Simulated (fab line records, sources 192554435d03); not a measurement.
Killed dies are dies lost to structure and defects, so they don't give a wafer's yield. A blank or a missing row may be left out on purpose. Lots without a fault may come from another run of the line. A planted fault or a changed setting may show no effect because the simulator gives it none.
fab line records | flow n5_finfet | part 1 of 2: steps 1 to 15 of 26
record lots=5 wafers=15 last_day=21
route steps=1938 shown BEOL_M8@1364
lots that met no fault: from a run of the same line without faults
start_h: hours from the record's first day to the start of the lot's first wafer shown | wait_h: hours since the lot's step before | " the same as in the row above | L1.1+2: a row that stands for several wafers | - no value, or no start given | * or withheld: withheld | < > ~ a bound
route shown NAME@n: a module of which the file shows steps, and the number in the route of the first | usual: mean/standard deviation of fault-free wafers | same: alike in all rows | chamber/n: place in a boat | sites: the reading at each site | _std_site: their standard deviation | _edge_site: outer sites' mean less inner sites' | radius_mm: how far each site lies from the wafer's centre | mask NAME#n: copy n | behind: the tool/chamber that last shaped the wafer | hold: why the lot was held/for how many hours/how that ended | device: the transistor (n, p or np) that didn't switch | end of line: the same wafers' tests at the end of the route | a step without rows: its recipe alone | killed: dies lost to structure and defects at the first sort, not the wafer's yield | map: a wafer's dies, x killed, . not, _ none there
set.NAME: the setting as run; set.NAME@STEP: as run at that earlier step | model.NAME: the simulator's own value behind a step, which no gauge read
lots at some steps of the route; a table a step, a row a wafer
services: from which hour (start_h, from the record's first day; less than 0 if before it) a tool's chamber was out of use, for how many hours, and why
## steps
# step N5_BEOL_M8_DEVELOP_27
# recipe develop_time_s=30 developer=TMAH resist=CAR-EUV rinse_liquid=surfactant_rinse dry=air_spin dev_temp_c=23
# columns lot.wafer tool chamber start_h wait_h
L077.1+4+5 litho_track-02 0 - -
L082.2+4+5 litho_track-02 0 - -
L089.3+4+6 litho_track-03 0 - -
L093.2+4+5 litho_track-02 0 - -
L096.2+3+4 litho_track-02 0 - -
# step N5_BEOL_M8_CD_MEAS_28
# recipe target_cd_nm=40 landing_energy_ev=500 detector=se_inlens
# usual cd_nm=40.12/0.25
# columns lot.wafer tool chamber start_h wait_h cd_nm
L077.1 cd_sem-01 0 318.08 - 39.93
L077.4 " 0 " " 40.40
L077.5 " 0 " " 39.95
L082.2 cd_sem-01 0 346.41 - 39.95
L082.4 " 0 " " 40.09
L082.5 " 0 " " 40.49
L089.3 cd_sem-02 0 379.21 - 40.24
L089.4 " 0 " " 39.88
L089.6 " 0 " " 40.22
L093.2 cd_sem-03 0 413.10 - 40.17
L093.4 " 0 " " 40.09
L093.5 " 0 " " 40.02
L096.2 cd_sem-02 0 427.01 - 40.20
L096.3 " 0 " " 40.49
L096.4 " 0 " " 40.62
# step N5_BEOL_M8_OVL_MEAS_29
# recipe points_per_wafer=522
# usual V7_OVL=-0.4/0.65
# columns lot.wafer tool chamber start_h wait_h V7_OVL[nm]
L077.1 overlay-02 0 318.11 0.0 -1.2
L077.4 " 0 " " -1.5
L077.5 " 0 " " 0.1
L082.2 overlay-01 0 346.45 0.0 -1.1
L082.4 " 0 " " -1.3
L082.5 " 0 " " -1.9
L089.3 overlay-01 0 379.25 0.0 -0.1
L089.4 " 0 " " -1.3
L089.6 " 0 " " -0.1
L093.2 overlay-02 0 413.13 0.0 1.4
L093.4 " 0 " " 0.2
L093.5 " 0 " " -0.2
L096.2 overlay-01 0 427.04 0.0 -1.0
L096.3 " 0 " " -0.5
L096.4 " 0 " " -1.3
# step N5_BEOL_M8_INSPECT_30
# recipe mode=adi inspect_instrument=brightfield
# usual raw_defect_count=383/78
# columns lot.wafer tool chamber start_h wait_h raw_defect_count
L077.1 defect_inspect-01 - 318.18 0.1 343
L077.4 " - " " 543
L077.5 " - " " 444
L082.2 defect_inspect-01 - 346.50 0.0 447
L082.4 " - " " 313
L082.5 " - " " 357
L089.3 defect_inspect-01 - 379.29 0.0 481
L089.4 " - " " 352
L089.6 " - " " 353
L093.2 defect_inspect-02 - 413.19 0.0 340
L093.4 " - " " 331
L093.5 " - " " 426
L096.2 defect_inspect-01 - 427.10 0.0 257
L096.3 " - " " 306
L096.4 " - " " 334
# step N5_BEOL_M8_DESCUM_33
# recipe chemistry=O2 time_s=7 source_power_w=50 bias_power_w=20 pressure_mtorr=20 rf_frequency_hz=2.712e+07 temp_c=40 resist=CAR-EUV o2_flow_sccm=225
# usual drypump_motor_current_A=6.0/0.4 oes_product_au=0.81/0.081 rf_vpp_V=243.7/1.4 showerhead_plenum_p_Torr=2.12/0.066 throttle_valve_pct=20.35/0.21
# columns lot.wafer tool chamber start_h wait_h drypump_motor_current_A oes_product_au rf_hours_counter_h rf_vpp_V showerhead_plenum_p_Torr throttle_valve_pct
L077.1 rie_diel-01 3 318.74 0.6 6.4 0.70 227 244.5 2.08 20.29
L077.4 " 0 " " 6.2 0.76 135 246.3 2.18 20.36
L077.5 " 2 " " 5.5 0.69 - 241.3 2.05 20.22
L082.2 rie_diel-04 1 347.33 0.8 6.3 0.87 68 243.3 2.13 20.49
L082.4 " 2 " " 5.7 0.73 - 243.6 2.06 20.22
L082.5 " 3 " " 5.6 0.93 - 245.1 2.13 20.12
L089.3 rie_diel-01 1 379.40 0.1 5.9 0.86 51 242.1 2.06 20.65
L089.4 " 0 " " 6.2 0.74 - 243.6 2.17 20.39
L089.6 " 2 " " 5.6 0.98 - 243.9 2.04 19.94
L093.2 rie_diel-05 1 413.22 0.0 6.2 0.80 109 244.4 2.20 20.68
L093.4 " 3 " " 6.7 0.77 114 246.6 2.22 20.56
L093.5 " 2 " " 5.8 0.78 - 243.3 2.07 20.20
L096.2 rie_diel-05 2 427.20 0.1 5.7 0.77 140 242.3 2.07 20.19
L096.3 " 3 " " 6.7 0.77 118 245.8 2.22 20.55
L096.4 " 0 " " 5.7 0.73 148 245.0 2.18 20.21
# step N5_BEOL_M8_ETCH_72
# recipe chemistry=N2/H2 target=underlayer target_depth_a=65 mask_material=CAR-EUV time_s=5.2 ion_energy_ev=200 pressure_mtorr=30 source_w=840 bias_w=150 n2_flow_sccm=200 h2_flow_sccm=200 ends=cleared
# usual bias_w=150.0/0.49 drypump_motor_current_A=6.0/0.4 etch_rf_on_time_s=5.17/0.13 oes_product_au=0.69/0.07 rf_vpp_V=524.8/2.4 showerhead_plenum_p_Torr=2.58/0.079 throttle_valve_pct=17.81/0.26
# columns lot.wafer tool chamber start_h wait_h bias_w drypump_motor_current_A etch_rf_on_time_s oes_product_au rf_hours_counter_h rf_vpp_V showerhead_plenum_p_Torr throttle_valve_pct
L077.1 rie_diel-01 3 318.78 0.0 150.1 6.4 5.40 0.59 227 525.3 2.51 17.70
L077.4 " 0 " " 150.0 6.2 5.17 0.66 135 525.7 2.69 18.13
L077.5 " 2 " " 149.6 5.6 5.13 0.60 - 525.0 2.52 17.81
L082.2 rie_diel-04 1 347.37 0.0 150.9 6.3 5.31 0.73 68 527.8 2.60 18.11
L082.4 " 2 " " 149.3 5.7 5.19 0.63 - 524.0 2.52 17.76
L082.5 " 3 " " 150.2 5.7 4.95 0.82 - 525.8 2.59 17.56
L089.3 rie_diel-01 1 379.44 0.0 150.2 5.9 5.21 0.71 51 523.0 2.47 17.84
L089.4 " 0 " " 149.9 6.2 5.22 0.63 - 525.4 2.68 18.15
L089.6 " 2 " " 149.2 5.5 5.05 0.85 - 521.0 2.51 17.50
L093.2 rie_diel-05 1 413.25 0.0 149.9 6.2 5.12 0.68 109 527.5 2.68 18.23
L093.4 " 3 " " 150.4 6.7 5.17 0.66 114 527.4 2.65 17.57
L093.5 " 2 " " 149.8 5.8 5.42 0.64 - 524.7 2.55 17.86
L096.2 rie_diel-05 2 427.23 0.0 150.5 5.8 5.36 0.64 140 522.9 2.55 17.90
L096.3 " 3 " " 150.3 6.7 5.02 0.68 118 530.6 2.64 17.60
L096.4 " 0 " " 150.1 5.6 5.08 0.63 148 526.2 2.63 17.48
# step N5_BEOL_M8_ETCH_65
# recipe chemistry=CF4 target=SiARC target_depth_a=156 mask_material=CAR-EUV time_s=26 ion_energy_ev=80 pressure_mtorr=40 source_w=545 bias_w=36 Ar_flow_sccm=100 cf4_flow_sccm=100 ends=cleared
# usual bias_w=36.00/0.11 drypump_motor_current_A=6.0/0.4 etch_rf_on_time_s=25.9/0.67 oes_product_au=0.69/0.072 rf_vpp_V=184.4/1.1 showerhead_plenum_p_Torr=2.17/0.06 throttle_valve_pct=15.51/0.16
# columns lot.wafer tool chamber start_h wait_h bias_w drypump_motor_current_A etch_rf_on_time_s oes_product_au rf_hours_counter_h rf_vpp_V showerhead_plenum_p_Torr throttle_valve_pct
L077.1 rie_diel-01 3 318.80 0.0 36.14 6.5 27.2 0.58 227 183.4 2.11 15.52
L077.4 " 0 " " 35.81 6.2 26.2 0.65 135 185.2 2.24 15.61
L077.5 " 2 " " 35.93 5.5 26.0 0.59 - 184.5 2.11 15.61
L082.2 rie_diel-04 1 347.38 0.0 36.00 6.3 26.2 0.73 68 184.3 2.17 15.57
L082.4 " 2 " " 35.92 5.7 26.2 0.63 - 184.5 2.15 15.62
L082.5 " 3 " " 35.96 5.6 24.5 0.83 - 184.8 2.17 15.25
L089.3 rie_diel-01 1 379.45 0.0 36.01 5.9 25.7 0.73 51 184.9 2.10 15.57
L089.4 " 0 " " 35.79 6.2 26.2 0.64 - 185.3 2.23 15.64
L089.6 " 2 " " 36.09 5.5 25.6 0.84 - 183.6 2.11 15.19
L093.2 rie_diel-05 1 413.27 0.0 35.93 6.2 26.0 0.67 109 186.1 2.24 15.76
L093.4 " 3 " " 35.83 6.7 25.5 0.66 114 186.1 2.23 15.47
L093.5 " 2 " " 35.92 5.7 26.6 0.65 - 184.6 2.15 15.59
L096.2 rie_diel-05 2 427.25 0.0 36.11 5.7 26.5 0.65 140 182.1 2.15 15.60
L096.3 " 3 " " 35.94 6.7 25.3 0.67 118 186.4 2.23 15.48
L096.4 " 0 " " 36.08 5.7 25.4 0.63 148 184.9 2.22 15.42
# step N5_BEOL_M8_ETCH_66
# recipe chemistry=N2/H2 target=SOC target_depth_a=800 overetch_a=160 mask_material=SiARC temp_c=40 time_s=120 ion_energy_ev=200 pressure_mtorr=30 source_w=840 bias_w=150 n2_flow_sccm=200 h2_flow_sccm=200
# usual bias_w=149.9/0.49 drypump_motor_current_A=6.0/0.4 oes_product_au=0.62/0.059 rf_vpp_V=524.7/2.3 showerhead_plenum_p_Torr=2.58/0.079 throttle_valve_pct=17.77/0.26
# columns lot.wafer tool chamber start_h wait_h bias_w drypump_motor_current_A oes_product_au rf_hours_counter_h rf_vpp_V showerhead_plenum_p_Torr throttle_valve_pct
L077.1 rie_diel-01 3 318.82 0.0 149.8 6.5 0.54 227 523.1 2.51 17.67
L077.4 " 0 " " 150.5 6.2 0.59 135 526.4 2.69 18.08
L077.5 " 2 " " 149.9 5.6 0.53 - 523.1 2.52 17.79
L082.2 rie_diel-04 1 347.41 0.0 150.3 6.3 0.65 68 523.7 2.60 18.09
L082.4 " 2 " " 150.0 5.7 0.56 - 522.2 2.52 17.70
L082.5 " 3 " " 149.7 5.7 0.72 - 526.0 2.59 17.51
L089.3 rie_diel-01 1 379.48 0.0 149.8 6.0 0.64 51 521.3 2.47 17.80
L089.4 " 0 " " 149.4 6.2 0.58 - 528.2 2.68 18.13
L089.6 " 2 " " 150.4 5.6 0.74 - 522.7 2.51 17.46
L093.2 rie_diel-05 1 413.30 0.0 150.2 6.2 0.61 109 526.5 2.68 18.18
L093.4 " 3 " " 149.6 6.8 0.59 114 527.7 2.65 17.58
L093.5 " 2 " " 149.4 5.8 0.59 - 524.0 2.55 17.83
L096.2 rie_diel-05 2 427.28 0.0 149.9 5.8 0.58 140 524.6 2.55 17.85
L096.3 " 3 " " 150.0 6.7 0.59 118 527.5 2.64 17.58
L096.4 " 0 " " 150.1 5.7 0.56 148 526.0 2.63 17.42
# step N5_BEOL_M8_STRIP_69
# recipe chemistry=N2/H2 temp_c=40 n2_flow_sccm=200 h2_flow_sccm=200 rf_frequency_hz=6e+07
# columns lot.wafer tool chamber start_h wait_h
L077.1+4+5 rie_diel-01 3,0,2 318.90 0.0
L082.2+4+5 rie_diel-04 1,2,3 347.49 0.0
L089.3+4+6 rie_diel-01 1,0,2 379.56 0.0
L093.2+4+5 rie_diel-05 1,3,2 413.38 0.0
L096.2+3+4 rie_diel-05 2,3,0 427.36 0.0
# step N5_BEOL_M8_STRIP_73
# recipe chemistry=N2/H2 temp_c=40 n2_flow_sccm=200 h2_flow_sccm=200 rf_frequency_hz=6e+07
# columns lot.wafer tool chamber start_h wait_h
L077.1+4+5 rie_diel-01 3,0,2 318.91 0.0
L082.2+4+5 rie_diel-04 1,2,3 347.50 0.0
L089.3+4+6 rie_diel-01 1,0,2 379.57 0.0
L093.2+4+5 rie_diel-05 1,3,2 413.39 0.0
L096.2+3+4 rie_diel-05 2,3,0 427.37 0.0
# step N5_BEOL_M8_VIA_ETCH_34
# recipe chemistry=C4F6/O2 target=SiCOH_lowk target_depth_a=1255 mask_material=SOC taper_deg=4 time_s=50.5 ion_energy_ev=250 pressure_mtorr=30 source_w=345 bias_w=185 Ar_flow_sccm=300 C4F6_flow_sccm=10 O2_flow_sccm=10
# usual O2_flow_sccm=9.997/0.028 bias_w=185.0/0.63 drypump_motor_current_A=6.0/0.4 oes_ar_750_au=0.81/0.079 oes_product_au=0.81/0.084 rf_vpp_V=669/20 showerhead_plenum_p_Torr=2.88/0.095 throttle_valve_pct=20.80/0.2
# columns lot.wafer tool chamber start_h wait_h O2_flow_sccm bias_w drypump_motor_current_A oes_ar_750_au oes_product_au rf_hours_counter_h rf_vpp_V showerhead_plenum_p_Torr throttle_valve_pct
L077.1 rie_diel-01 3 318.92 0.0 9.990 186.1 6.4 0.68 0.68 227 679 2.80 20.63
L077.4 " 0 " " 9.984 185.7 6.2 0.77 0.76 135 656 3.00 21.04
L077.5 " 2 " " 9.978 184.7 5.6 0.70 0.69 - 680 2.81 20.81
L082.2 rie_diel-04 1 347.51 0.0 9.984 185.3 6.3 0.86 0.85 68 645 2.91 21.06
L082.4 " 2 " " 9.997 184.6 5.7 0.73 0.74 - 701 2.83 20.80
L082.5 " 3 " " 9.984 185.1 5.7 0.96 0.96 - 680 2.87 20.48
L089.3 rie_diel-01 1 379.58 0.0 9.954 185.2 5.9 0.82 0.86 51 674 2.75 20.77
L089.4 " 0 " " 10.032 186.0 6.2 0.75 0.74 - 656 2.99 21.11
L089.6 " 2 " " 10.073 184.7 5.6 0.96 0.97 - 681 2.80 20.51
L093.2 rie_diel-05 1 413.40 0.0 10.013 185.4 6.2 0.76 0.80 109 705 2.97 21.08
L093.4 " 3 " " 9.955 185.3 6.7 0.79 0.77 114 665 3.00 20.94
L093.5 " 2 " " 10.045 185.9 5.8 0.77 0.75 - 668 2.83 20.74
L096.2 rie_diel-05 2 427.38 0.0 10.014 185.4 5.8 0.76 0.75 140 666 2.83 20.75
L096.3 " 3 " " 10.010 183.5 6.7 0.79 0.77 118 665 3.00 20.95
L096.4 " 0 " " 9.992 184.6 5.7 0.75 0.73 148 644 2.97 20.73
# step N5_BEOL_M8_STRIP_76
# recipe chemistry=C4F6/O2 resist=SiARC rf_frequency_hz=6e+07
# columns lot.wafer tool chamber start_h wait_h
L077.1+4+5 rie_diel-01 3,0,2 318.97 0.0
L082.2+4+5 rie_diel-04 1,2,3 347.55 0.0
L089.3+4+6 rie_diel-01 1,0,2 379.62 0.0
L093.2+4+5 rie_diel-05 1,3,2 413.44 0.0
L096.2+3+4 rie_diel-05 2,3,0 427.42 0.0
# step N5_BEOL_M8_STRIP_36
# recipe chemistry=N2/H2 power_w=450 temp_c=40 pressure_mtorr=20 rf_frequency_hz=6e+07 overash_fraction=0.3 bias_power_w=7 h2_frac=0.5 n2_flow_sccm=200 h2_flow_sccm=200
# usual drypump_motor_current_A=6.0/0.4 oes_product_au=0.81/0.081 rf_vpp_V=59.3/1.4 showerhead_plenum_p_Torr=2.58/0.079 throttle_valve_pct=23.7/0.42
# columns lot.wafer tool chamber start_h wait_h drypump_motor_current_A oes_product_au rf_hours_counter_h rf_vpp_V showerhead_plenum_p_Torr throttle_valve_pct
L077.1 rie_diel-01 3 318.98 0.0 6.5 0.70 227 59.2 2.50 23.3
L077.4 " 0 " " 6.2 0.77 135 60.1 2.69 24.1
L077.5 " 2 " " 5.6 0.70 - 58.7 2.51 23.5
L082.2 rie_diel-04 1 347.56 0.0 6.3 0.87 68 58.4 2.59 24.1
L082.4 " 2 " " 5.7 0.72 - 59.8 2.52 23.6
L082.5 " 3 " " 5.6 0.92 - 59.7 2.58 23.3
L089.3 rie_diel-01 1 379.63 0.0 6.0 0.86 51 60.0 2.46 23.9
L089.4 " 0 " " 6.2 0.75 - 58.3 2.67 24.1
L089.6 " 2 " " 5.5 0.99 - 58.9 2.51 23.3
L093.2 rie_diel-05 1 413.45 0.0 6.2 0.81 109 58.5 2.68 24.4
L093.4 " 3 " " 6.7 0.77 114 60.3 2.64 23.3
L093.5 " 2 " " 5.7 0.77 - 60.3 2.55 23.7
L096.2 rie_diel-05 2 427.43 0.0 5.8 0.76 140 58.9 2.55 23.7
L096.3 " 3 " " 6.7 0.77 118 59.8 2.64 23.3
L096.4 " 0 " " 5.7 0.73 148 60.9 2.62 23.0
# step N5_BEOL_M8_TRENCH_ETCH_37
# recipe chemistry=C4F6/O2 target_depth_a=934.78 target=SiCOH_lowk time_s=31.2 ion_energy_ev=250 pressure_mtorr=30 source_w=345 bias_w=185 Ar_flow_sccm=300 C4F6_flow_sccm=10 O2_flow_sccm=10
# usual O2_flow_sccm=10.00/0.033 bias_w=185.1/0.57 drypump_motor_current_A=6.0/0.4 oes_ar_750_au=0.81/0.079 oes_product_au=0.81/0.083 rf_vpp_V=669/20 showerhead_plenum_p_Torr=2.88/0.095 throttle_valve_pct=20.83/0.2
# columns lot.wafer tool chamber start_h wait_h O2_flow_sccm bias_w drypump_motor_current_A oes_ar_750_au oes_product_au rf_hours_counter_h rf_vpp_V showerhead_plenum_p_Torr throttle_valve_pct
L077.1 rie_diel-01 3 - - 9.99 185.3 6.5 0.69 0.69 227 677 2.80 20.66
L077.4 " 0 " " 10.05 184.9 6.2 0.77 0.77 135 655 3.00 21.08
L077.5 " 2 " " 9.97 184.8 5.5 0.70 0.70 - 681 2.81 20.85
L082.2 rie_diel-04 1 - - 9.94 186.7 6.3 0.85 0.85 68 644 2.91 21.11
L082.4 " 2 " " 10.00 185.4 5.7 0.72 0.74 - 701 2.83 20.83
L082.5 " 3 " " 10.01 185.1 5.6 0.95 0.96 - 680 2.87 20.51
L089.3 rie_diel-01 1 - - 10.01 185.0 5.9 0.82 0.86 51 674 2.75 20.80
L089.4 " 0 " " 10.00 185.2 6.2 0.76 0.75 - 656 2.99 21.12
L089.6 " 2 " " 9.99 184.6 5.6 0.96 0.99 - 679 2.80 20.54
L093.2 rie_diel-05 1 - - 9.96 184.0 6.2 0.77 0.79 109 705 2.97 21.11
L093.4 " 3 " " 10.03 184.4 6.7 0.79 0.78 114 663 3.00 20.96
L093.5 " 2 " " 9.94 184.2 5.7 0.76 0.76 - 667 2.83 20.76
L096.2 rie_diel-05 2 - - 9.99 186.1 5.8 0.75 0.76 140 668 2.83 20.78
L096.3 " 3 " " 9.98 184.9 6.7 0.79 0.77 118 665 3.00 20.97
L096.4 " 0 " " 10.05 184.8 5.7 0.76 0.73 148 646 2.97 20.76
# step N5_BEOL_M8_ETCH_41
# recipe chemistry=CH3F/O2 target=SiCN target_depth_a=319 taper_deg=2 time_s=57.8 ion_energy_ev=120 mask_material=TiN pressure_mtorr=30 source_w=395 bias_w=75 Ar_flow_sccm=150 CH3F_flow_sccm=30 O2_flow_sccm=20
# usual O2_flow_sccm=19.99/0.061 bias_w=75.02/0.25 drypump_motor_current_A=6.0/0.4 oes_product_au=0.81/0.083 rf_vpp_V=298.0/1.4 showerhead_plenum_p_Torr=2.03/0.068 throttle_valve_pct=16.22/0.17
# columns lot.wafer tool chamber start_h wait_h O2_flow_sccm bias_w drypump_motor_current_A oes_product_au rf_hours_counter_h rf_vpp_V showerhead_plenum_p_Torr throttle_valve_pct
L077.1 rie_diel-01 3 - - 19.99 75.11 6.4 0.68 227 297.1 1.96 16.15
L077.4 " 0 " " 19.96 74.99 6.2 0.76 135 299.4 2.11 16.41
L077.5 " 2 " " 20.01 74.82 5.6 0.69 - 297.0 1.97 16.32
L082.2 rie_diel-04 1 - - 20.01 75.12 6.3 0.85 68 297.3 2.04 16.40
L082.4 " 2 " " 19.97 74.88 5.7 0.74 - 298.1 1.99 16.24
L082.5 " 3 " " 19.98 75.40 5.6 0.96 - 299.1 2.02 15.92
L089.3 rie_diel-01 1 - - 20.04 74.82 5.9 0.84 51 296.8 1.93 16.18
L089.4 " 0 " " 19.84 74.63 6.2 0.74 - 299.0 2.10 16.44
L089.6 " 2 " " 20.03 75.18 5.5 0.97 - 297.5 1.97 15.92
L093.2 rie_diel-05 1 - - 19.97 74.94 6.1 0.79 109 300.0 2.10 16.45
L093.4 " 3 " " 19.87 74.92 6.7 0.78 114 299.6 2.11 16.30
L093.5 " 2 " " 19.91 75.05 5.7 0.77 - 296.5 1.99 16.19
L096.2 rie_diel-05 2 - - 20.08 74.99 5.8 0.76 140 297.9 1.99 16.22
L096.3 " 3 " " 19.94 74.73 6.7 0.78 118 300.8 2.11 16.31
L096.4 " 0 " " 19.98 74.95 5.7 0.73 148 299.0 2.09 16.18
